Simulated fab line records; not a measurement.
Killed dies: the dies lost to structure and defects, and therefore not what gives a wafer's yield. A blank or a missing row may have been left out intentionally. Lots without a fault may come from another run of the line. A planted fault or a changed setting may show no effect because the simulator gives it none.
Split-lot experiment -- flow n5Finfet -- on a route of 1938 steps: 7 lots, 39 wafers read

== ON THE SPLIT ==
At N5_BEOL_M12_ILD_DEP_00 (deposits SiOC from DEMS/O2, target thk 658.92 nm, time 130.7 s), the setting targetThkA was moved away from the recipe's 6589.2 angstrom on 12 of the 39 wafers read, by -37.1% to +49.6%. For the rest of the wafers, this setting stayed at what the recipe calls for.

== FROM THE SPLIT TO THE READING: what the file shows between them, 6 steps ==
- N5_BEOL_M12_THK_MEAS_01
- N5_BEOL_M12_COAT_58: time 60 s, resist thk 89 nm
- N5_BEOL_M12_COAT_04: resist thk 400 nm
- N5_BEOL_M12_DESCUM_15: chemistry O2, time 7.9 s
- N5_BEOL_M12_ETCH_59: etches BARC in N2/H2, target depth 89 nm, overetch 26.7 nm, time 67.9 s
- N5_BEOL_M12_VIA_ETCH_16: etches SiOC in C4F8/O2/Ar, target depth 724.8 nm

== THE READING ==
oesProductAu, in a.u., at N5_BEOL_M12_STRIP_63 (strips in N2/H2). Fault-free wafers of this fab line usually give 0.693 a.u., standard deviation 0.0048 a.u.

wafer,"tool, chamber at the split","targetThkA as run, angstrom",against the recipe,"oesProductAu, a.u.",against lot-mates on the recipe
L078.1,"pecvd-02, 0",8830,+34.0%,0.670,-0.024
L078.2,"pecvd-02, 1",6589.2,recipe,0.694,-
L078.3,"pecvd-02, 2",8830,+34.0%,0.665,-0.029
L078.4,"pecvd-02, 0",6589.2,recipe,0.694,-
L078.5,"pecvd-02, 1",6589.2,recipe,0.695,-
L078.6,"pecvd-02, 2",8830,+34.0%,0.662,-0.032
L082.1,"pecvd-03, 0",6589.2,recipe,0.695,-
L082.2,"pecvd-03, 1",8429,+27.9%,0.686,-0.007
L082.3,"pecvd-03, 2",8429,+27.9%,0.674,-0.019
L082.4,"pecvd-03, 2",6589.2,recipe,0.693,-
L082.5,"pecvd-03, 0",6589.2,recipe,0.692,-
L082.6,"pecvd-03, 1",8429,+27.9%,0.674,-0.019
L081.1,"pecvd-02, 2",6589.2,recipe,0.693,-
L081.2,"pecvd-02, 0",6589.2,recipe,0.701,-
L081.3,"pecvd-02, 1",9855,+49.6%,0.641,-0.055
L081.4,"pecvd-02, 2",9855,+49.6%,0.584,-0.112
L081.5,"pecvd-02, 0",6589.2,recipe,0.693,-
L081.6,"pecvd-02, 1",9855,+49.6%,0.631,-0.065
L083.1,"pecvd-03, 1",6589.2,recipe,0.700,-
L083.2,"pecvd-03, 2",6589.2,recipe,0.696,-
L083.3,"pecvd-03, 0",6589.2,recipe,0.698,-
L083.4,"pecvd-03, 1",6589.2,recipe,0.691,-
L083.5,"pecvd-03, 0",6589.2,recipe,0.697,-
L083.6,"pecvd-03, 2",6589.2,recipe,0.706,-
L087.1,"pecvd-04, 1",6589.2,recipe,0.693,-
L087.2,"pecvd-04, 0",6589.2,recipe,0.694,-
L087.5,"pecvd-04, 1",6589.2,recipe,0.690,-
L090.1,"pecvd-03, 0,2",6589.2,recipe,0.688,-
L090.2,"pecvd-03, 0,2",6589.2,recipe,0.692,-
L090.3,"pecvd-03, 1",6589.2,recipe,0.691,-
L090.4,"pecvd-03, 2",6589.2,recipe,0.698,-
L090.5,"pecvd-03, 1",6589.2,recipe,0.691,-
L090.6,"pecvd-03, 0",6589.2,recipe,0.684,-
L093.1,"pecvd-02, 2",6589.2,recipe,0.693,-
L093.2,"pecvd-02, 0",4146,-37.1%,0.757,+0.066
L093.3,"pecvd-02, 1",6589.2,recipe,0.691,-
L093.4,"pecvd-02, 1",4146,-37.1%,0.769,+0.078
L093.5,"pecvd-02, 2",6589.2,recipe,0.690,-
L093.6,"pecvd-02, 0",4146,-37.1%,0.762,+0.071
If several chambers appear in one row, that row covers several wafers at once and the file leaves open which wafer was in which chamber.

THE FIT
A straight line over all 39 wafers: oesProductAu changes by -0.00138 a.u. for each +1% of targetThkA; r = -0.92; the points scatter about the line by 0.012 a.u.
The same after taking each lot's own level away (the mean of its wafers on the recipe; 39 wafers): -0.00142 a.u. for each +1%; r = -0.92; scatter 0.012 a.u.
According to that fit, moving targetThkA by its largest amount changes the reading by 0.07 a.u.
Across the lots, their own levels run from 0.6907 to 0.6980 a.u., a range of 1.5 times the standard deviation given above.
Hence the lot-to-lot level has little effect on the slope; both slopes agree.
Check: -0.068 a.u. against its lot-mates is what the line predicts for one of the wafers moved furthest among these (+49.6%) when that wafer is left out of the fit. It came out at -0.0547 a.u. against them.

== THE WHOLE CHAIN: every reading that the file lists as answering this split, in the file's order ==
step,what it does,reading,change (the file's fit),r (the file's)
N5_BEOL_M12_ILD_DEP_00,"deposits SiOC from DEMS/O2, target thk 658.92 nm, time 130.7 s","SiOC_of_BEOL_M12_ILD_DEP_00.thkNm (the simulator's own value, which no gauge read)",+6.53 nm for each +1% of the setting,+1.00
N5_BEOL_M12_THK_MEAS_01,,M12_ILD_THK,+6.53 for each +1% of the setting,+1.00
N5_BEOL_M12_VIA_ETCH_16,"etches SiOC in C4F8/O2/Ar, target depth 724.8 nm","etch.depthNm (the simulator's own value, which no gauge read)",+6.53 nm for each +1% of the setting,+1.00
N5_BEOL_M12_VIA_ETCH_16,"etches SiOC in C4F8/O2/Ar, target depth 724.8 nm","coat_of_BEOL_M12_COAT_04.thkNm (the simulator's own value, which no gauge read)",-1.91 nm for each +1% of the setting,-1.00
N5_BEOL_M12_STRIP_63,strips in N2/H2,oesProductAu,-0.00137 a.u. for each +1% of the setting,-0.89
N5_BEOL_M12_STRIP_63,strips in N2/H2,stripTimeToEndpointS,withheld for each +1% of the setting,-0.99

== THE FILE'S OWN FIT ==
oesProductAu changes by -0.00137 a.u. for each +1% of targetThkA, r = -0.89.
